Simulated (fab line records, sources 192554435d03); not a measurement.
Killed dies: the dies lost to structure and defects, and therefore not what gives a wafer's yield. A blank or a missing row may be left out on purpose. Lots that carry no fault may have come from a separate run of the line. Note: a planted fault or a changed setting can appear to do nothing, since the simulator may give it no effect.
fab line records	flow n5Finfet
record lots=24	wafers=72	lastDay=18
route steps=1938 shown BEOL_M12@1649 BEOL_M13@1671 BEOL_M14@1730
lots that met no fault: taken from a fault-free run of the same line
startH: hours from the record's first day to the start of the lot's first wafer shown	waitH: how many hours have passed since the lot's step before this one	" repeats the value in the row above	L1.1+2: one row covering several wafers at once	- no value, or no start was given	* or withheld: withheld	< > ~ a bound
route shown NAME@n: names a module that has steps shown in the file, with the first one's number in the route	usual: mean and standard deviation over wafers with no fault	same: alike in all rows	chamber/n: place in a boat	sites: readings site by site	_std_site: standard deviation across them	_edge_site: the outer-site mean with the inner-site mean subtracted	radiusMm: for every site, how far away it sits from the centre of the wafer	mask NAME#n: copy n	behind: the tool/chamber that last shaped the wafer	hold: why the lot went on hold/how many hours it stayed there/how the hold came to an end	device: which transistor (n, p or np) failed to switch	end of line: the route-end tests of the same wafers	for a step that has no rows: nothing shown but its recipe	killed: dies lost to structure and defects at the first sort, not the wafer's yield	map: a wafer's dies, marking killed ones x, the rest . and places with no die _
set.NAME: the setting the step ran with; set.NAME@STEP: the setting that earlier step ran with	model.NAME: the simulator's own value behind a step, which no gauge read
one table for each step of the route and one row for each wafer, over a sample of lots
services: from which hour (startH, from the record's first day; less than 0 if before it) a tool's chamber was out of use, for how many hours, and why
## steps
# step N5_BEOL_M12_SPUTTER_44
# recipe material=Ta	targetThkA=100	tempC=50	biasV=80	powerW=15000	chamberPressurePa=0.07	timeS=16.13
# usual throttleValvePct=30.0/0.9
# same timeS=16.13
lot.wafer	tool	chamber	startH	waitH	throttleValvePct
L075.3	pvdSputter-02	-	252.74	0.0	31.2
L075.4	"	-	"	"	29.0
L075.6	"	-	"	"	31.5
L074.1	pvdSputter-02	-	259.14	0.0	29.8
L074.4	"	-	"	"	28.5
L074.5	"	-	"	"	29.7
L078.1	pvdSputter-01	-	270.78	0.0	30.0
L078.2	"	-	"	"	30.2
L078.6	"	-	"	"	30.0
L076.2	pvdSputter-02	-	274.10	0.0	29.7
L076.3	"	-	"	"	28.6
L076.5	"	-	"	"	29.0
L079.1	pvdSputter-03	-	277.34	0.0	29.9
L079.2	"	-	"	"	30.6
L079.5	"	-	"	"	29.9
L077.2	pvdSputter-01	-	277.52	0.0	29.9
L077.3	"	-	"	"	31.4
L077.5	"	-	"	"	31.1
L081.2	pvdSputter-01	-	280.66	0.0	30.4
L081.5	"	-	"	"	31.1
L081.6	"	-	"	"	29.2
L080.2	pvdSputter-02	-	286.41	0.0	29.0
L080.3	"	-	"	"	31.1
L080.5	"	-	"	"	31.5
L082.1	pvdSputter-01	-	300.36	0.0	29.0
L082.2	"	-	"	"	29.8
L082.3	"	-	"	"	30.2
L083.4	pvdSputter-02	-	302.34	0.0	28.4
L083.5	"	-	"	"	31.4
L083.6	"	-	"	"	28.6
L085.4	pvdSputter-02	-	302.66	0.0	28.7
L085.5	"	-	"	"	31.2
L085.6	"	-	"	"	28.4
L084.2	pvdSputter-01	-	305.88	0.0	29.3
L084.3	"	-	"	"	30.2
L084.4	"	-	"	"	30.5
L087.2	pvdSputter-02	-	320.46	0.0	28.7
L087.3	"	-	"	"	31.2
L087.6	"	-	"	"	31.2
L086.2	pvdSputter-03	-	328.23	0.0	30.2
L086.4	"	-	"	"	30.5
L086.5	"	-	"	"	29.9
L088.1	pvdSputter-01	-	338.58	0.0	29.0
L088.3	"	-	"	"	30.0
L088.4	"	-	"	"	30.4
L090.3	pvdSputter-02	-	339.73	0.0	29.9
L090.4	"	-	"	"	30.0
L090.6	"	-	"	"	28.5
L093.1	pvdSputter-01	-	350.37	0.0	30.1
L093.2	"	-	"	"	28.9
L093.6	"	-	"	"	31.2
L092.1	pvdSputter-01	-	353.54	0.0	31.1
L092.4	"	-	"	"	30.1
L092.6	"	-	"	"	31.2
L094.2	pvdSputter-03	-	358.25	0.0	30.5
L094.3	"	-	"	"	30.2
L094.6	"	-	"	"	30.0
L091.2	pvdSputter-03	-	358.73	0.0	30.0
L091.4	"	-	"	"	30.2
L091.5	"	-	"	"	29.9
L089.3	pvdSputter-02	-	359.09	0.0	29.8
L089.4	"	-	"	"	28.5
L089.5	"	-	"	"	30.0
L095.1	pvdSputter-02	-	379.52	0.0	29.1
L095.3	"	-	"	"	28.8
L095.5	"	-	"	"	29.2
L096.1	pvdSputter-03	-	380.07	0.0	30.2
L096.2	"	-	"	"	29.9
L096.5	"	-	"	"	29.6
L097.1	pvdSputter-01	-	386.47	0.0	28.8
L097.2	"	-	"	"	30.0
L097.4	"	-	"	"	31.1
# step N5_BEOL_M12_THK_MEAS_50
# recipe thkMeasGauge=xrf	reads=Cu_of_BEOL_M12_ECD_47
# usual M12_THK=321/6.9
lot.wafer	tool	chamber	startH	waitH	M12_THK[nm]
L075.3	filmMetro-02	-	253.67	-	324
L075.4	"	-	"	"	324
L075.6	"	-	"	"	315
L074.1	filmMetro-01	-	260.78	-	321
L074.4	"	-	"	"	316
L074.5	"	-	"	"	332
L078.1	filmMetro-02	-	271.72	-	319
L078.2	"	-	"	"	313
L078.6	"	-	"	"	316
L076.2	filmMetro-02	-	275.03	-	334
L076.3	"	-	"	"	327
L076.5	"	-	"	"	319
L079.1	filmMetro-02	-	278.28	-	326
L079.2	"	-	"	"	330
L079.5	"	-	"	"	318
L077.2	filmMetro-02	-	278.55	-	309
L077.3	"	-	"	"	319
L077.5	"	-	"	"	308
L081.2	filmMetro-01	-	281.59	-	318
L081.5	"	-	"	"	320
L081.6	"	-	"	"	318
L080.2	filmMetro-02	-	287.39	-	317
L080.3	"	-	"	"	306
L080.5	"	-	"	"	308
L082.1	filmMetro-02	-	301.29	-	310
L082.2	"	-	"	"	319
L082.3	"	-	"	"	318
L083.4	filmMetro-02	-	304.02	-	316
L083.5	"	-	"	"	320
L083.6	"	-	"	"	329
L085.4	filmMetro-02	-	304.32	-	322
L085.5	"	-	"	"	334
L085.6	"	-	"	"	321
L084.2	filmMetro-02	-	306.95	-	320
L084.3	"	-	"	"	310
L084.4	"	-	"	"	312
L087.2	filmMetro-01	-	322.43	-	318
L087.3	"	-	"	"	317
L087.6	"	-	"	"	317
L086.2	filmMetro-01	-	329.70	-	323
L086.4	"	-	"	"	333
L086.5	"	-	"	"	316
L088.1	filmMetro-01	-	339.51	-	334
L088.3	"	-	"	"	331
L088.4	"	-	"	"	321
L090.3	filmMetro-02	-	340.72	-	336
L090.4	"	-	"	"	316
L090.6	"	-	"	"	336
L093.1	filmMetro-02	-	351.80	-	313
L093.2	"	-	"	"	331
L093.6	"	-	"	"	330
L092.1	filmMetro-02	-	354.81	-	325
L092.4	"	-	"	"	323
L092.6	"	-	"	"	329
L094.2	filmMetro-02	-	359.37	-	318
L094.3	"	-	"	"	317
L094.6	"	-	"	"	320
L091.2	filmMetro-01	-	359.67	-	317
L091.4	"	-	"	"	320
L091.5	"	-	"	"	318
L089.3	filmMetro-01	-	360.21	-	321
L089.4	"	-	"	"	321
L089.5	"	-	"	"	313
L095.1	filmMetro-01	-	380.60	-	328
L095.3	"	-	"	"	328
L095.5	"	-	"	"	324
L096.1	filmMetro-01	-	381.00	-	313
L096.2	"	-	"	"	316
L096.5	"	-	"	"	318
L097.1	filmMetro-01	-	387.42	-	322
L097.2	"	-	"	"	333
L097.4	"	-	"	"	322
# step N5_BEOL_M13_INSPECT_12
# recipe mode=adi	inspectInstrument=macro
# usual rawDefectCount=2.0/1.4
lot.wafer	tool	chamber	startH	waitH	rawDefectCount
L075.3	defectInspect-01	-	254.37	0.0	1
L075.4	"	-	"	"	2
L075.6	"	-	"	"	2
L074.1	defectInspect-02	-	261.50	0.0	2
L074.4	"	-	"	"	5
L074.5	"	-	"	"	1
L078.1	defectInspect-01	-	272.41	0.0	1
L078.2	"	-	"	"	4
L078.6	"	-	"	"	2
L076.2	defectInspect-02	-	275.73	0.0	1
L076.3	"	-	"	"	5
L076.5	"	-	"	"	2
L079.1	defectInspect-02	-	279.10	0.0	1
L079.2	"	-	"	"	2
L079.5	"	-	"	"	2
L077.2	defectInspect-02	-	279.37	0.0	1
L077.3	"	-	"	"	1
L077.5	"	-	"	"	4
L081.2	defectInspect-02	-	282.29	0.0	4
L081.5	"	-	"	"	2
L081.6	"	-	"	"	0
L080.2	defectInspect-02	-	288.21	0.0	3
L080.3	"	-	"	"	1
L080.5	"	-	"	"	1
L082.1	defectInspect-01	-	301.99	0.0	3
L082.2	"	-	"	"	1
L082.3	"	-	"	"	1
L083.4	defectInspect-01	-	304.78	0.0	0
L083.5	"	-	"	"	2
L083.6	"	-	"	"	2
L085.4	defectInspect-01	-	305.02	0.0	2
L085.5	"	-	"	"	2
L085.6	"	-	"	"	2
L084.2	defectInspect-02	-	307.74	0.0	3
L084.3	"	-	"	"	4
L084.4	"	-	"	"	5
L087.2	defectInspect-01	-	323.12	0.0	3
L087.3	"	-	"	"	1
L087.6	"	-	"	"	1
L086.2	defectInspect-02	-	330.40	0.0	1
L086.4	"	-	"	"	3
L086.5	"	-	"	"	4
L088.1	defectInspect-02	-	340.25	0.0	1
L088.3	"	-	"	"	4
L088.4	"	-	"	"	5
L090.3	defectInspect-02	-	341.54	0.0	1
L090.4	"	-	"	"	1
L090.6	"	-	"	"	4
L093.1	defectInspect-02	-	352.62	0.0	0
L093.2	"	-	"	"	3
L093.6	"	-	"	"	0
L092.1	defectInspect-02	-	355.63	0.0	0
L092.4	"	-	"	"	1
L092.6	"	-	"	"	2
L094.2	defectInspect-01	-	360.06	0.0	0
L094.3	"	-	"	"	6
L094.6	"	-	"	"	6
L091.2	defectInspect-01	-	360.49	0.0	1
L091.4	"	-	"	"	2
L091.5	"	-	"	"	3
L089.3	defectInspect-02	-	360.91	0.0	1
L089.4	"	-	"	"	1
L089.5	"	-	"	"	1
L095.1	defectInspect-01	-	381.42	0.0	4
L095.3	"	-	"	"	3
L095.5	"	-	"	"	1
L096.1	defectInspect-01	-	381.83	0.0	1
L096.2	"	-	"	"	1
L096.5	"	-	"	"	1
L097.1	defectInspect-02	-	388.14	0.0	1
L097.2	"	-	"	"	0
L097.4	"	-	"	"	4
# step N5_BEOL_M13_STRIP_63
# recipe chemistry=N2/H2	powerW=1000	tempC=250	h2Frac=0.65	overashFraction=0.3	pressureMtorr=1000	n2FlowSccm=1750	h2FlowSccm=3250
# usual drypumpMotorCurrentA=5.8/0.5	heaterPowerW=329/38	oesProductAu=0.674/0.0051	stripTimeToEndpointS=27.9/1.4
lot.wafer	tool	chamber	startH	waitH	drypumpMotorCurrentA	heaterPowerW	oesProductAu	rfHoursCounterH	stripTimeToEndpointS
L075.3	plasmaAsher-01	0	254.75	-	6.2	291	0.675	-	26.1
L075.4	"	1	"	"	5.8	333	0.671	-	26.4
L075.6	"	1	"	"	5.8	325	0.676	-	27.4
L074.1	plasmaAsher-02	1	262.02	-	6.1	395	0.677	116	29.3
L074.4	"	1	"	"	6.1	383	0.687	-	29.7
L074.5	"	0	"	"	4.9	297	0.677	-	27.7
L078.1	plasmaAsher-01	0	272.87	-	6.2	305	0.672	81	29.5
L078.2	"	1	"	"	5.8	341	0.679	81	30.3
L078.6	"	0	"	"	6.2	305	0.678	-	26.9
L076.2	plasmaAsher-01	0	276.20	-	6.2	304	0.669	82	29.2
L076.3	"	1	"	"	5.8	327	0.674	-	28.4
L076.5	"	0	"	"	6.2	304	0.676	-	28.0
L079.1	plasmaAsher-02	0	279.45	-	4.9	292	0.679	119	30.3
L079.2	"	1	"	"	6.1	402	0.674	119	28.5
L079.5	"	0	"	"	4.9	285	0.678	-	27.7
L077.2	plasmaAsher-01	1	279.73	-	5.8	343	0.674	82	27.9
L077.3	"	0	"	"	6.2	303	0.672	-	27.0
L077.5	"	0	"	"	6.2	304	0.677	-	27.1
L081.2	plasmaAsher-01	0	282.64	-	6.2	304	0.676	83	29.2
L081.5	"	0	"	"	6.2	305	0.671	-	27.9
L081.6	"	1	"	"	5.8	338	0.672	-	27.6
L080.2	plasmaAsher-01	1	288.57	-	5.8	339	0.680	84	28.5
L080.3	"	1	"	"	5.8	336	0.678	-	30.3
L080.5	"	0	"	"	6.2	300	0.679	-	28.8
L082.1	plasmaAsher-01	0	302.39	-	6.2	310	0.680	86	29.9
L082.2	"	1	"	"	5.8	328	0.667	86	27.7
L082.3	"	1	"	"	5.8	338	0.685	-	28.1
L083.4	plasmaAsher-02	1	305.15	-	6.0	385	0.669	-	27.3
L083.5	"	0	"	"	4.9	293	0.670	-	28.0
L083.6	"	1	"	"	6.1	391	0.669	-	28.3
L085.4	plasmaAsher-01	0	305.78	-	6.2	303	0.682	-	29.2
L085.5	"	0	"	"	6.2	301	0.675	-	29.2
L085.6	"	1	"	"	5.9	332	0.674	-	25.9
L084.2	plasmaAsher-01	0	308.09	-	6.2	303	0.663	87	26.2
L084.3	"	0	"	"	6.2	299	0.674	-	29.4
L084.4	"	1	"	"	5.8	336	0.681	-	28.0
L087.2	plasmaAsher-02	1	323.48	-	6.0	397	0.679	129	28.0
L087.3	"	1	"	"	6.1	388	0.677	-	28.7
L087.6	"	0	"	"	4.9	287	0.671	-	27.5
L086.2	plasmaAsher-02	0	330.78	-	4.9	296	0.670	130	29.2
L086.4	"	1	"	"	6.1	397	0.671	-	26.7
L086.5	"	1	"	"	6.1	396	0.665	-	27.5
L088.1	plasmaAsher-02	0	340.60	-	4.9	296	0.675	133	29.4
L088.3	"	0	"	"	4.9	284	0.676	-	28.0
L088.4	"	1	"	"	6.1	397	0.671	-	25.7
L090.3	plasmaAsher-02	1	341.91	-	6.1	387	0.680	-	28.0
L090.4	"	0	"	"	4.9	289	0.659	-	24.0
L090.6	"	0	"	"	4.9	286	0.670	-	25.6
L093.1	plasmaAsher-02	1	353.53	-	6.1	384	0.672	136	27.4
L093.2	"	0	"	"	4.9	291	0.679	136	29.0
L093.6	"	1	"	"	6.1	388	0.669	-	27.2
L092.1	plasmaAsher-01	0	355.99	-	6.2	299	0.668	97	27.8
L092.4	"	1	"	"	5.8	347	0.672	-	27.1
L092.6	"	1	"	"	5.9	334	0.677	-	26.9
L094.2	plasmaAsher-02	1	360.42	-	6.1	399	0.673	137	28.3
L094.3	"	0	"	"	4.9	290	0.672	-	25.6
L094.6	"	0	"	"	4.9	288	0.670	-	23.7
L091.2	plasmaAsher-01	0	360.85	-	6.3	302	0.680	98	28.8
L091.4	"	0	"	"	6.3	302	0.669	-	27.8
L091.5	"	0	"	"	6.2	303	0.676	-	27.3
L089.3	plasmaAsher-01	0	361.28	-	6.2	304	0.672	-	26.4
L089.4	"	1	"	"	5.9	339	0.669	-	25.6
L089.5	"	0	"	"	6.2	301	0.671	-	24.3
L095.1	plasmaAsher-01	1	381.78	-	5.8	338	0.678	100	27.2
L095.3	"	1	"	"	5.9	335	0.668	-	26.7
L095.5	"	1	"	"	5.8	328	0.671	-	26.4
L096.1	plasmaAsher-02	1	382.18	-	6.1	387	0.683	143	29.4
L096.2	"	0	"	"	4.9	292	0.680	143	28.8
L096.5	"	0	"	"	4.9	292	0.673	-	26.4
L097.1	plasmaAsher-02	1	388.92	-	6.1	394	0.685	144	29.4
L097.2	"	0	"	"	4.9	292	0.670	144	29.4
L097.4	"	0	"	"	4.9	281	0.675	-	28.5
# step N5_BEOL_M13_TRENCH_ETCH_34
# recipe chemistry=C4F8/O2/Ar	target=SiOC	targetDepthA=4134.7	maskMaterial=SOC	pressureMtorr=30	sourceW=3000	biasW=700	Ar_flow_sccm=400	C4F8_flow_sccm=15	O2_flow_sccm=8	heInnerTorr=15	heOuterTorr=30	timeS=162.6	ionEnergyEv=250
# usual drypumpMotorCurrentA=5.7/0.31	oesProductAu=0.77/0.071	rfVppV=666/3.3	showerheadPlenumPTorr=3.43/0.11	throttleValvePct=24.26/0.3
# same timeS=162.6
lot.wafer	tool	chamber	startH	waitH	drypumpMotorCurrentA	oesProductAu	rfHoursCounterH	rfVppV	showerheadPlenumPTorr	throttleValvePct
L075.3	rieDiel-03	2	255.89	0.0	5.6	0.74	170	669	3.58	24.76
L075.4	"	3	"	"	5.8	0.69	238	665	3.40	24.50
L075.6	"	2	"	"	5.6	0.75	-	669	3.58	24.77
L074.1	rieDiel-03	3	263.70	0.0	5.9	0.68	241	663	3.40	24.50
L074.4	"	2	"	"	5.7	0.75	172	668	3.58	24.76
L074.5	"	3	"	"	5.9	0.68	-	662	3.40	24.49
L078.1	rieDiel-01	1	273.90	0.0	5.9	0.72	221	661	3.27	24.45
L078.2	"	3	"	"	5.7	0.73	167	661	3.28	24.41
L078.6	"	3	"	"	5.7	0.75	-	662	3.28	24.41
L076.2	rieDiel-04	1	277.25	0.0	5.7	0.83	90	662	3.32	23.98
L076.3	"	2	"	"	6.0	0.68	243	659	3.22	24.19
L076.5	"	0	"	"	5.7	0.77	-	664	3.40	24.12
L079.1	rieDiel-04	1	280.74	0.0	5.7	0.81	92	662	3.32	24.00
L079.2	"	2	"	"	6.0	0.67	244	659	3.22	24.19
L079.5	"	0	"	"	5.7	0.76	-	666	3.40	24.12
L077.2	rieDiel-03	3	281.20	0.0	5.9	0.67	247	663	3.40	24.50
L077.3	"	0	"	"	5.7	0.83	74	670	3.58	24.42
L077.5	"	3	"	"	5.9	0.68	-	664	3.40	24.50
L081.2	rieDiel-01	0	283.80	0.0	5.8	0.81	82	665	3.47	24.00
L081.5	"	0	"	"	5.8	0.79	-	666	3.47	24.02
L081.6	"	1	"	"	5.9	0.71	-	661	3.27	24.44
L080.2	rieDiel-01	1	289.62	0.0	5.9	0.71	226	660	3.27	24.46
L080.3	"	3	"	"	5.7	0.73	171	661	3.28	24.43
L080.5	"	2	"	"	6.3	0.70	-	668	3.54	24.32
L082.1	rieDiel-01	3	303.41	0.0	5.7	0.73	176	662	3.28	24.43
L082.2	"	0	"	"	5.8	0.79	88	668	3.47	24.02
L082.3	"	2	"	"	6.4	0.70	212	669	3.54	24.32
L083.4	rieDiel-01	1	306.25	0.0	5.9	0.71	230	660	3.26	24.46
L083.5	"	3	"	"	5.7	0.74	-	663	3.28	24.43
L083.6	"	0	"	"	5.7	0.79	-	666	3.47	24.03
L085.4	rieDiel-03	2	307.06	0.1	5.7	0.73	-	670	3.57	24.77
L085.5	"	0	"	"	5.7	0.82	-	669	3.57	24.42
L085.6	"	1	"	"	5.4	0.77	-	665	3.46	24.27
L084.2	rieDiel-04	1	309.26	0.0	5.7	0.81	103	663	3.31	24.01
L084.3	"	0	"	"	5.7	0.75	143	666	3.39	24.13
L084.4	"	3	"	"	5.0	0.75	-	667	3.39	23.72
L087.2	rieDiel-01	0	324.52	0.0	5.8	0.78	95	667	3.46	24.02
L087.3	"	1	"	"	5.9	0.70	236	660	3.26	24.49
L087.6	"	2	"	"	6.4	0.70	-	668	3.54	24.35
L086.2	rieDiel-04	3	332.05	0.0	5.0	0.74	171	665	3.38	23.72
L086.4	"	1	"	"	5.7	0.79	112	662	3.31	24.01
L086.5	"	0	"	"	5.7	0.74	-	667	3.39	24.14
L088.1	rieDiel-04	2	341.76	0.0	6.0	0.97	4	672	3.61	23.92
L088.3	"	0	"	"	5.8	0.75	154	666	3.39	24.18
L088.4	"	1	"	"	5.7	0.80	114	663	3.31	24.02
L090.3	rieDiel-01	3	342.92	0.0	5.7	0.73	187	660	3.27	24.44
L090.4	"	1	"	"	5.9	0.70	241	660	3.26	24.46
L090.6	"	1	"	"	5.9	0.70	-	661	3.26	24.48
L093.1	rieDiel-03	1	354.55	0.0	5.3	0.75	161	664	3.45	24.28
L093.2	"	3	"	"	5.9	0.94	10	664	3.39	24.16
L093.6	"	0	"	"	5.7	0.79	-	671	3.56	24.44
L092.1	rieDiel-03	2	357.14	0.0	5.7	0.71	202	669	3.56	24.79
L092.4	"	3	"	"	5.9	0.92	-	663	3.39	24.16
L092.6	"	0	"	"	5.8	0.78	-	670	3.56	24.46
L094.2	rieDiel-03	3	361.45	0.0	5.9	0.93	13	664	3.39	24.16
L094.3	"	0	"	"	5.8	0.80	105	670	3.56	24.46
L094.6	"	3	"	"	5.9	0.93	-	664	3.39	24.15
L091.2	rieDiel-04	3	362.09	0.0	5.0	0.73	180	663	3.38	23.72
L091.4	"	0	"	"	5.7	0.74	158	667	3.39	24.15
L091.5	"	3	"	"	5.0	0.74	-	664	3.38	23.74
L089.3	rieDiel-04	0	362.64	0.0	5.7	0.75	159	665	3.38	24.17
L089.4	"	3	"	"	5.0	0.73	180	666	3.38	23.75
L089.5	"	3	"	"	5.0	0.74	-	665	3.38	23.73
L095.1	rieDiel-04	3	382.80	0.0	5.0	0.74	187	666	3.37	23.75
L095.3	"	1	"	"	5.7	0.80	128	663	3.30	24.05
L095.5	"	2	"	"	6.0	0.92	-	671	3.61	23.96
L096.1	rieDiel-03	2	383.33	0.0	5.6	0.70	211	668	3.56	24.80
L096.2	"	0	"	"	5.7	0.78	111	670	3.56	24.49
L096.5	"	2	"	"	5.6	0.70	-	669	3.56	24.81
L097.1	rieDiel-03	2	390.04	0.0	5.6	0.71	214	668	3.56	24.82
L097.2	"	1	"	"	5.3	0.75	168	666	3.45	24.28
L097.4	"	3	"	"	5.9	0.91	23	664	3.38	24.17
# step N5_BEOL_M14_ETCH_59
# recipe chemistry=N2/H2	target=BARC	targetDepthA=890	overetchA=267	timeS=67.9	ionEnergyEv=200	pressureMtorr=30	sourceW=840	biasW=150	n2FlowSccm=200	h2FlowSccm=200
# usual drypumpMotorCurrentA=5.6/0.55	oesProductAu=0.70/0.054	rfVppV=523.7/2.5	showerheadPlenumPTorr=2.54/0.081	throttleValvePct=17.77/0.26
# same timeS=67.9
lot.wafer	tool	chamber	startH	waitH	drypumpMotorCurrentA	oesProductAu	rfHoursCounterH	rfVppV	showerheadPlenumPTorr	throttleValvePct
L075.3	rieDiel-05	0	260.87	0.0	5.5	0.66	136	520.4	2.46	17.93
L075.4	"	1	"	"	5.5	0.81	8	523.0	2.49	17.54
L075.6	"	0	"	"	5.5	0.66	-	521.5	2.46	17.93
L074.1	rieDiel-05	2	269.94	0.0	6.5	0.73	62	527.1	2.69	17.79
L074.4	"	1	"	"	5.4	0.80	12	523.9	2.49	17.55
L074.5	"	3	"	"	5.7	0.76	-	520.5	2.49	18.07
L078.1	rieDiel-06	3	278.90	0.0	5.7	0.76	35	521.7	2.46	17.27
L078.2	"	1	"	"	5.6	0.77	21	525.7	2.57	17.49
L078.6	"	1	"	"	5.5	0.76	-	524.2	2.57	17.50
L076.2	rieDiel-05	0	284.05	0.0	5.5	0.66	144	521.0	2.46	17.95
L076.3	"	2	"	"	6.5	0.73	67	529.0	2.68	17.81
L076.5	"	3	"	"	5.7	0.74	-	520.3	2.48	18.09
L079.1	rieDiel-02	1	285.96	0.0	5.3	0.62	210	522.7	2.52	17.82
L079.2	"	2	"	"	4.7	0.65	159	526.4	2.62	17.40
L079.5	"	2	"	"	4.7	0.64	-	526.1	2.62	17.39
L077.2	rieDiel-05	2	288.98	0.0	6.5	0.71	69	528.8	2.68	17.81
L077.3	"	1	"	"	5.4	0.78	20	522.0	2.48	17.54
L077.5	"	2	"	"	6.5	0.71	-	528.6	2.68	17.82
L081.2	rieDiel-02	1	289.40	0.0	5.3	0.61	211	523.0	2.52	17.83
L081.5	"	2	"	"	4.7	0.65	-	526.0	2.62	17.41
L081.6	"	3	"	"	6.5	0.58	-	522.6	2.51	18.06
L080.2	rieDiel-06	2	293.76	0.0	6.4	0.71	73	527.6	2.68	17.61
L080.3	"	3	"	"	5.7	0.75	39	521.9	2.45	17.27
L080.5	"	3	"	"	5.7	0.76	-	522.2	2.45	17.26
L082.1	rieDiel-06	1	308.49	0.0	5.5	0.75	31	525.8	2.56	17.50
L082.2	"	3	"	"	5.7	0.75	44	522.2	2.45	17.29
L082.3	"	0	"	"	4.8	0.69	94	521.3	2.48	18.04
L083.4	rieDiel-02	1	310.97	0.0	5.3	0.62	-	523.8	2.51	17.82
L083.5	"	2	"	"	4.7	0.64	-	525.9	2.62	17.42
L083.6	"	0	"	"	5.5	0.64	-	523.2	2.55	17.93
L085.4	rieDiel-06	0	310.99	0.0	4.9	0.70	95	522.4	2.48	18.05
L085.5	"	1	"	"	5.6	0.75	-	525.5	2.56	17.50
L085.6	"	0	"	"	4.9	0.70	-	522.6	2.48	18.06
L084.2	rieDiel-05	2	313.68	0.0	6.5	0.70	78	527.1	2.68	17.83
L084.3	"	0	"	"	5.5	0.65	153	521.1	2.45	17.98
L084.4	"	1	"	"	5.5	0.77	28	523.0	2.48	17.57
L087.2	rieDiel-06	2	329.64	0.0	6.4	0.70	84	526.9	2.67	17.63
L087.3	"	1	"	"	5.6	0.73	40	524.6	2.56	17.50
L087.6	"	1	"	"	5.5	0.73	-	524.6	2.56	17.54
L086.2	rieDiel-05	3	340.14	0.0	5.7	0.72	67	523.6	2.48	18.14
L086.4	"	2	"	"	6.4	0.70	89	527.8	2.67	17.84
L086.5	"	3	"	"	5.8	0.72	-	521.4	2.48	18.13
L088.1	rieDiel-06	2	347.27	0.0	6.4	0.69	92	527.7	2.67	17.65
L088.3	"	0	"	"	4.9	0.68	109	522.9	2.48	18.06
L088.4	"	3	"	"	5.7	0.73	59	521.7	2.45	17.30
L090.3	rieDiel-02	3	348.30	0.0	6.5	0.81	9	522.9	2.50	17.64
L090.4	"	1	"	"	5.3	0.60	235	523.1	2.51	17.85
L090.6	"	0	"	"	5.5	0.63	-	523.0	2.54	17.96
L093.1	rieDiel-05	3	366.23	0.0	5.7	0.71	77	520.9	2.47	18.13
L093.2	"	2	"	"	6.5	0.68	98	525.7	2.67	17.86
L093.6	"	2	"	"	6.5	0.69	-	526.9	2.67	17.85
L092.1	rieDiel-06	2	366.51	0.0	6.4	0.69	98	526.6	2.67	17.64
L092.4	"	0	"	"	4.8	0.67	116	520.8	2.48	18.08
L092.6	"	3	"	"	5.7	0.72	-	522.1	2.44	17.33
L094.2	rieDiel-06	1	366.86	0.0	5.5	0.71	55	524.4	2.55	17.53
L094.3	"	0	"	"	4.9	0.67	116	521.6	2.48	18.09
L094.6	"	0	"	"	4.9	0.68	-	520.1	2.48	18.11
L091.2	rieDiel-02	0	366.96	0.0	5.5	0.62	202	523.5	2.54	17.96
L091.4	"	3	"	"	6.5	0.79	16	522.6	2.50	17.63
L091.5	"	2	"	"	4.7	0.63	-	526.5	2.61	17.46
L089.3	rieDiel-05	2	367.25	0.0	6.5	0.69	99	527.9	2.67	17.87
L089.4	"	3	"	"	5.7	0.71	77	522.7	2.47	18.15
L089.5	"	3	"	"	5.7	0.71	-	520.7	2.47	18.13
L095.1	rieDiel-05	1	387.65	0.0	5.5	0.74	54	522.3	2.47	17.63
L095.3	"	0	"	"	5.5	0.64	173	521.2	2.45	18.00
L095.5	"	1	"	"	5.5	0.74	-	523.4	2.47	17.61
L096.1	rieDiel-05	3	390.32	0.0	5.8	0.70	84	521.9	2.47	18.15
L096.2	"	0	"	"	5.5	0.64	174	520.3	2.45	18.01
L096.5	"	0	"	"	5.5	0.63	-	521.7	2.45	18.00
L097.1	rieDiel-02	3	393.38	0.0	6.5	0.77	26	523.0	2.50	17.69
L097.2	"	2	"	"	4.7	0.62	201	527.2	2.61	17.49
L097.4	"	0	"	"	5.5	0.61	212	523.8	2.54	17.98
## services
tool	chamber	startH	hours	kind
rieDiel-01	-	229.78	2.5	repair
rieDiel-05	0	231.06	1.6	repair
rieDiel-06	-	236.71	0.9	repair
plasmaAsher-02	-	241.83	5.6	repair
rieDiel-06	0	252.51	12.0	repair
rieDiel-03	-	262.64	0.5	repair
rieDiel-02	3	262.99	5.7	repair
plasmaAsher-02	-	269.70	2.1	repair
rieDiel-02	-	271.93	0.3	repair
plasmaAsher-01	-	286.98	0.7	repair
rieDiel-04	0	289.58	7.4	repair
rieDiel-05	0	291.72	5.4	repair
rieDiel-06	0	295.00	3.9	repair
plasmaAsher-01	-	296.98	0.4	repair
rieDiel-04	2	306.17	5.3	repair
plasmaAsher-02	-	319.34	0.4	repair
rieDiel-06	2	319.55	5.6	repair
rieDiel-05	0	340.89	8.1	repair
rieDiel-03	2	342.53	6.8	repair
rieDiel-04	0	344.79	4.5	repair
rieDiel-01	3	352.67	2.8	repair
rieDiel-02	1	357.55	4.5	repair
plasmaAsher-01	-	372.99	5.5	repair
rieDiel-02	-	376.33	2.8	pm
## key
fault none
